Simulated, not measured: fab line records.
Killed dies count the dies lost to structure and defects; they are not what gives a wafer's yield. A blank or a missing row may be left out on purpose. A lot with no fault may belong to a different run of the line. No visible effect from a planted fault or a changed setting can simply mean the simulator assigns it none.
Which of the tools did it?	flow nand_harc	24 lots with 72 wafers sampled at 5 steps, on a route of 1302 steps

== WHAT EACH GAUGE READ, for each wafer ==
NHARC_P_M1_CD_MEAS_09: target cd 130 nm. Usual: 129.9 nm for cd_nm, sd 0.51.
lot	measured	on	cd_nm (nm)	flag
L074	day 6 04:46	cd_sem-01	130.3 129.6 129.4	
L075	day 6 09:27	cd_sem-03	129.9 130.3 130.0	
L076	day 7 04:13	cd_sem-01	129.7 129.5 130.0	
L077	day 7 08:03	cd_sem-02	129.8 130.3 129.7	
L078	day 7 22:01	cd_sem-03	129.7 130.3 129.5	
L079	day 8 02:45	cd_sem-01	129.8 130.6 130.4	
L080	day 8 20:38	cd_sem-02	130.5 130.7 129.9	
L081	day 9 04:41	cd_sem-03	129.2 130.0 130.1	
L082	day 9 18:39	cd_sem-01	130.0 129.5 129.9	
L083	day 10 03:59	cd_sem-02	129.6 129.5 129.8	
L085	day 10 16:23	cd_sem-02	128.9 128.6 129.8	
L084	day 10 17:04	cd_sem-01	129.2 129.2 129.1	
L086	day 11 06:19	cd_sem-02	129.8 129.9 130.5	
L087	day 11 16:10	cd_sem-02	129.5 129.8 129.7	
L089	day 12 07:14	cd_sem-02	130.0 130.5 130.6	
L088	day 12 08:12	cd_sem-02	129.6 130.2 130.1	
L090	day 13 00:09	cd_sem-03	130.0 129.6 130.4	
L091	day 13 08:07	cd_sem-02	131.0 131.0 130.6	
L092	day 13 14:46	cd_sem-01	130.3 129.5 130.6	
L093	day 14 04:22	cd_sem-01	130.1 130.4 130.3	
L094	day 14 15:13	cd_sem-01	130.9 131.1 130.2	
L095	day 14 23:39	cd_sem-02	129.5 129.0 130.2	
L096	day 15 12:25	cd_sem-01	130.0 129.2 129.8	
L097	day 16 01:41	cd_sem-02	129.7 129.8 130.1	

== WHAT TOOL EACH LOT RAN ON (gives the tool, then ch and the chambers of the sampled wafers, and finally the start) ==
lot	NHARC_P_GATE_DESCUM_48	NHARC_P_GATE_RTA_82	NHARC_P_CONTACT_ETCH_35	NHARC_P_M0_DEP_32
L074	rie_diel-13 ch 0,3, day 5 12:44	rtp_anneal-01 ch 0, day 5 18:56	rie_diel-11 ch 2,3, day 5 20:52	pecvd-03 ch 1,2, day 6 03:41
L075	rie_diel-13 ch 1,2,3, day 5 17:36	rtp_anneal-01 ch 0, day 5 23:47	rie_diel-08 ch 0,2,3, day 6 01:43	pecvd-01 ch 0,1,2, day 6 08:25
L076	rie_diel-02 ch 0,1,2, day 6 11:20	rtp_anneal-01 ch 0, day 6 17:30	rie_diel-11 ch 1,2, day 6 19:35	pecvd-01 ch 0,1, day 7 02:59
L077	rie_diel-13 ch 1,3, day 6 15:52	rtp_anneal-02 ch 0, day 6 22:11	rie_diel-11 ch 0,1,3, day 7 00:05	pecvd-03 ch 1,2, day 7 06:47
L078	rie_diel-02 ch 1,2,3, day 7 05:26	rtp_anneal-02 ch 0, day 7 11:59	rie_diel-07 ch 0,2,3, day 7 14:05	pecvd-03 ch 0,1, day 7 20:47
L079	rie_diel-13 ch 0,1,3, day 7 10:37	rtp_anneal-02 ch 0, day 7 17:00	rie_diel-11 ch 0,2,3, day 7 19:03	pecvd-03 ch 0,1, day 8 01:40
L080	rie_diel-02 ch 0,3, day 8 04:12	rtp_anneal-02 ch 0, day 8 10:39	rie_diel-11 ch 1,2,3, day 8 12:42	pecvd-01 ch 0,1, day 8 19:37
L081	rie_diel-13 ch 0,2, day 8 12:49	rtp_anneal-01 ch 0, day 8 18:46	rie_diel-11 ch 0,1, day 8 20:50	pecvd-04 ch 0,1, day 9 03:23
L082	rie_diel-02 ch 1,2,3, day 9 02:25	rtp_anneal-01 ch 0, day 9 08:41	rie_diel-08 ch 0,2,3, day 9 10:41	pecvd-01 ch 0,1,2, day 9 17:32
L083	rie_diel-13 ch 0,1, day 9 10:30	rtp_anneal-02 ch 0, day 9 17:59	rie_diel-08 ch 0,1,3, day 9 20:03	pecvd-03 ch 0,1,2, day 10 02:47
L085	rie_diel-02 ch 1,2, day 10 00:05	rtp_anneal-02 ch 0, day 10 06:24	rie_diel-11 ch 1,2,3, day 10 08:28	pecvd-01 ch 0,1,2, day 10 15:12
L084	rie_diel-13 ch 0,1,2, day 10 01:01	rtp_anneal-02 ch 0, day 10 07:14	rie_diel-07 ch 0,1, day 10 09:06	pecvd-04 ch 0,1,2, day 10 15:56
L086	rie_diel-13 ch 0,3, day 10 14:11	rtp_anneal-01 ch 0, day 10 20:26	rie_diel-08 ch 0,1,3, day 10 22:30	pecvd-01 ch 0,1, day 11 05:10
L087	rie_diel-13 ch 0,2,3, day 11 00:06	rtp_anneal-01 ch 0, day 11 06:23	rie_diel-11 ch 0,1,2, day 11 08:26	pecvd-03 ch 0,2, day 11 15:02
L089	rie_diel-02 ch 2,3, day 11 14:25	rtp_anneal-02 ch 0, day 11 21:03	rie_diel-07 ch 0,1,2, day 11 23:05	pecvd-01 ch 0,1,2, day 12 06:00
L088	rie_diel-13 ch 1,2,3, day 11 15:13	rtp_anneal-01 ch 0, day 11 22:07	rie_diel-07 ch 1,2,3, day 12 00:10	pecvd-01 ch 0,1, day 12 06:55
L090	rie_diel-13 ch 0,2,3, day 12 08:07	rtp_anneal-01 ch 0, day 12 14:17	rie_diel-11 ch 0,1,2, day 12 16:19	pecvd-03 ch 0,1,2, day 12 23:02
L091	rie_diel-04 ch 1,2,3, day 12 15:46	rtp_anneal-02 ch 0, day 12 22:05	rie_diel-07 ch 1,2,3, day 13 00:09	pecvd-04 ch 0,1,2, day 13 06:55
L092	rie_diel-04 ch 0,2, day 12 22:54	rtp_anneal-01 ch 0, day 13 04:50	rie_diel-08 ch 2,3, day 13 06:56	pecvd-03 ch 0,1, day 13 13:39
L093	rie_diel-04 ch 0,1,2, day 13 12:15	rtp_anneal-02 ch 0, day 13 18:19	rie_diel-07 ch 1,2,3, day 13 20:22	pecvd-04 ch 0,1,2, day 14 03:07
L094	rie_diel-04 ch 0,2,3, day 13 23:07	rtp_anneal-02 ch 0, day 14 05:19	rie_diel-08 ch 1,2,3, day 14 07:15	pecvd-03 ch 0,1,2, day 14 13:58
L095	rie_diel-04 ch 1,2,3, day 14 07:33	rtp_anneal-01 ch 0, day 14 13:47	rie_diel-11 ch 0,2,3, day 14 15:44	pecvd-04 ch 1,2, day 14 22:25
L096	rie_diel-13 ch 0,1, day 14 19:46	rtp_anneal-01 ch 0, day 15 02:17	rie_diel-11 ch 0,1,3, day 15 04:25	pecvd-01 ch 0,2, day 15 11:12
L097	rie_diel-02 ch 1,2,3, day 15 09:18	rtp_anneal-02 ch 0, day 15 15:39	rie_diel-08 ch 0,1,3, day 15 17:44	pecvd-04 ch 1,2, day 16 00:26
- NHARC_P_GATE_DESCUM_48: chemistry O2, time 3 s.
- NHARC_P_GATE_RTA_82: time 30 s.
- NHARC_P_CONTACT_ETCH_35: etches the open film in CF4, target depth 39 nm, time 65 s.
- NHARC_P_M0_DEP_32: deposits SiCN, target thk 30 nm.

== AS READ BY THE TOOLS THEMSELVES (means over the sampled wafers that have a number; for cases with no such wafer, the mark the record gives instead) ==
NHARC_P_GATE_DESCUM_48. Usual: drypump_motor_current_A 5.8 A, standard deviation 0.52; oes_product_au 0.999 a.u., standard deviation 0.0081; rf_vpp_V 57.8 V, standard deviation 0.99; showerhead_plenum_p_Torr 1.94 Torr, standard deviation 0.072; throttle_valve_pct 11.310 %, standard deviation 0.0084.
lot	tool	drypump_motor_current_A (A)	oes_product_au (a.u.)	rf_vpp_V (V)	showerhead_plenum_p_Torr (Torr)	throttle_valve_pct (%)	flag
L074	rie_diel-13	5.8	1.005	58.0	1.89	11.308	
L075	rie_diel-13	6.0	1.008	57.7	1.91	11.307	
L076	rie_diel-02	5.8	0.990	58.4	1.97	11.310	
L077	rie_diel-13	6.4	1.003	58.3	1.96	11.317	
L078	rie_diel-02	5.9	0.992	58.3	2.02	11.307	
L079	rie_diel-13	6.0	1.001	58.4	1.92	11.315	
L080	rie_diel-02	6.0	0.994	57.3	1.97	11.312	
L081	rie_diel-13	5.6	1.005	57.4	1.85	11.312	
L082	rie_diel-02	5.9	0.997	57.8	2.02	11.317	
L083	rie_diel-13	6.3	0.999	57.2	1.95	11.306	
L085	rie_diel-02	5.5	0.993	57.8	2.01	11.311	
L084	rie_diel-13	5.9	0.992	58.3	1.89	11.312	
L086	rie_diel-13	5.8	0.998	57.2	1.88	11.313	
L087	rie_diel-13	5.7	0.997	57.8	1.86	11.311	
L089	rie_diel-02	6.3	0.989	58.4	2.03	11.309	
L088	rie_diel-13	6.0	1.005	57.5	1.91	11.311	
L090	rie_diel-13	5.7	0.994	56.8	1.86	11.310	
L091	rie_diel-04	5.5	1.005	58.5	1.98	11.314	
L092	rie_diel-04	4.9	0.999	56.9	1.91	11.311	
L093	rie_diel-04	5.1	1.001	58.0	1.93	11.307	
L094	rie_diel-04	5.3	1.008	57.9	1.96	11.308	
L095	rie_diel-04	5.5	1.008	58.6	1.98	11.313	
L096	rie_diel-13	6.3	0.989	56.8	1.94	11.310	
L097	rie_diel-02	5.9	0.997	58.2	2.02	11.319	

NHARC_P_GATE_RTA_82. Usual: lamp_power_pct 4.40 %, standard deviation 0.12; lamp_zone_1_pct 4.40 %, standard deviation 0.12; lamp_zone_3_pct 4.40 %, standard deviation 0.12; lamp_zone_5_pct 4.42 %, standard deviation 0.12; wafer_temp_C_max 452.7, standard deviation 0.96.
lot	tool	lamp_power_pct (%)	lamp_zone_1_pct (%)	lamp_zone_3_pct (%)	lamp_zone_5_pct (%)	wafer_temp_C_max	flag
L074	rtp_anneal-01	4.28	4.28	4.28	4.30	453.9	
L075	rtp_anneal-01	4.29	4.29	4.28	4.29	453.7	
L076	rtp_anneal-01	4.28	4.28	4.28	4.30	453.3	
L077	rtp_anneal-02	4.52	4.52	4.52	4.54	451.9	
L078	rtp_anneal-02	4.52	4.52	4.52	4.53	451.6	
L079	rtp_anneal-02	4.52	4.52	4.52	4.54	451.7	
L080	rtp_anneal-02	4.52	4.52	4.52	4.54	451.9	
L081	rtp_anneal-01	4.28	4.28	4.28	4.30	453.4	
L082	rtp_anneal-01	4.28	4.28	4.28	4.30	453.8	
L083	rtp_anneal-02	4.52	4.52	4.52	4.54	452.5	
L085	rtp_anneal-02	4.52	4.52	4.52	4.54	452.1	
L084	rtp_anneal-02	4.52	4.52	4.52	4.53	451.7	
L086	rtp_anneal-01	4.29	4.28	4.28	4.30	453.4	
L087	rtp_anneal-01	4.29	4.28	4.28	4.30	453.3	
L089	rtp_anneal-02	4.52	4.52	4.52	4.54	451.8	
L088	rtp_anneal-01	4.28	4.28	4.28	4.30	453.2	
L090	rtp_anneal-01	4.28	4.28	4.28	4.30	453.6	
L091	rtp_anneal-02	4.51	4.52	4.52	4.54	451.6	
L092	rtp_anneal-01	4.28	4.28	4.28	4.30	454.0	
L093	rtp_anneal-02	4.52	4.52	4.52	4.54	451.7	
L094	rtp_anneal-02	4.52	4.52	4.52	4.54	451.7	
L095	rtp_anneal-01	4.28	4.28	4.28	4.30	452.7	
L096	rtp_anneal-01	4.28	4.28	4.28	4.30	453.2	
L097	rtp_anneal-02	4.52	4.52	4.52	4.54	452.3	

NHARC_P_CONTACT_ETCH_35. Usual: drypump_motor_current_A 5.7 A, standard deviation 0.35; oes_product_au 1.000 a.u., standard deviation 0.0077; rf_fwd_power_W 297.2 W, standard deviation 0.94; rf_vpp_V 151.0 V, standard deviation 1; showerhead_plenum_p_Torr 1.74 Torr, standard deviation 0.056; throttle_valve_pct 13.284 %, standard deviation 0.0089.
lot	tool	drypump_motor_current_A (A)	oes_product_au (a.u.)	rf_fwd_power_W (W)	rf_vpp_V (V)	showerhead_plenum_p_Torr (Torr)	throttle_valve_pct (%)	flag
L074	rie_diel-11	5.4	1.008	297.8	150.8	1.70	13.280	
L075	rie_diel-08	5.6	1.007	296.5	151.9	1.79	13.286	
L076	rie_diel-11	5.6	0.990	298.3	150.4	1.69	13.280	
L077	rie_diel-11	5.8	0.991	297.1	151.1	1.71	13.278	
L078	rie_diel-07	6.0	1.004	296.0	150.9	1.78	13.282	
L079	rie_diel-11	5.6	0.995	297.6	149.9	1.70	13.290	
L080	rie_diel-11	5.6	0.996	297.5	150.7	1.71	13.282	
L081	rie_diel-11	6.0	0.999	297.0	150.6	1.69	13.281	
L082	rie_diel-08	5.7	1.001	296.3	151.3	1.78	13.286	
L083	rie_diel-08	5.6	1.007	297.4	151.8	1.77	13.292	
L085	rie_diel-11	5.6	1.004	296.7	150.7	1.71	13.278	
L084	rie_diel-07	5.8	1.005	297.2	152.1	1.82	13.280	
L086	rie_diel-08	5.6	1.000	298.2	151.3	1.77	13.289	
L087	rie_diel-11	5.8	1.004	298.0	150.6	1.69	13.284	
L089	rie_diel-07	5.8	0.997	297.3	151.3	1.80	13.288	
L088	rie_diel-07	6.0	1.002	296.8	151.1	1.75	13.279	
L090	rie_diel-11	5.8	1.004	297.2	151.0	1.68	13.291	
L091	rie_diel-07	5.9	0.993	296.7	151.2	1.75	13.280	
L092	rie_diel-08	5.4	0.988	296.7	151.5	1.78	13.292	
L093	rie_diel-07	6.0	1.003	297.0	151.8	1.75	13.290	
L094	rie_diel-08	5.3	0.999	297.9	151.7	1.77	13.291	
L095	rie_diel-11	5.5	1.002	297.7	150.4	1.70	13.283	
L096	rie_diel-11	5.8	1.005	297.5	150.2	1.71	13.283	
L097	rie_diel-08	5.6	1.003	298.1	150.8	1.77	13.284	

NHARC_P_M0_DEP_32. Usual: heater_power_w 586 W, standard deviation 100; rf_fwd_power_W 449.3 W, standard deviation 1.4.
lot	tool	heater_power_w (W)	rf_fwd_power_W (W)	flag
L074	pecvd-03	610	450.0	
L075	pecvd-01	565	449.4	
L076	pecvd-01	599	447.4	
L077	pecvd-03	651	448.4	
L078	pecvd-03	681	450.6	
L079	pecvd-03	689	449.1	
L080	pecvd-01	624	448.2	
L081	pecvd-04	521	448.6	
L082	pecvd-01	564	448.7	
L083	pecvd-03	668	450.6	
L085	pecvd-01	590	449.8	
L084	pecvd-04	513	448.9	
L086	pecvd-01	551	450.4	
L087	pecvd-03	737	448.5	
L089	pecvd-01	553	449.4	
L088	pecvd-01	590	449.2	
L090	pecvd-03	643	450.0	
L091	pecvd-04	516	448.8	
L092	pecvd-03	667	448.5	
L093	pecvd-04	500	448.4	
L094	pecvd-03	643	449.4	
L095	pecvd-04	485	448.9	
L096	pecvd-01	650	448.8	
L097	pecvd-04	469	449.7	

== THE ANSWER, worked out from the rows above alone ==
Rule: take the mean of a lot's wafers that have a number; if it is more than 3 standard deviations from the usual mean, the lot is off. Also off: a lot with no number at a reading for which 4 or more lots have one. All remaining lots with rows at the step are treated as sound. Order of review: gauges by route order, followed by the tools' own readings, for which a lot's mean as printed above is used. At the first step where some lot is off, the reading lying furthest off is the one used; lots without a number count as furthest.
None of the lots is off at any reading shown; this tells nothing.

== WHAT THE SIMULATOR PUT IN ==
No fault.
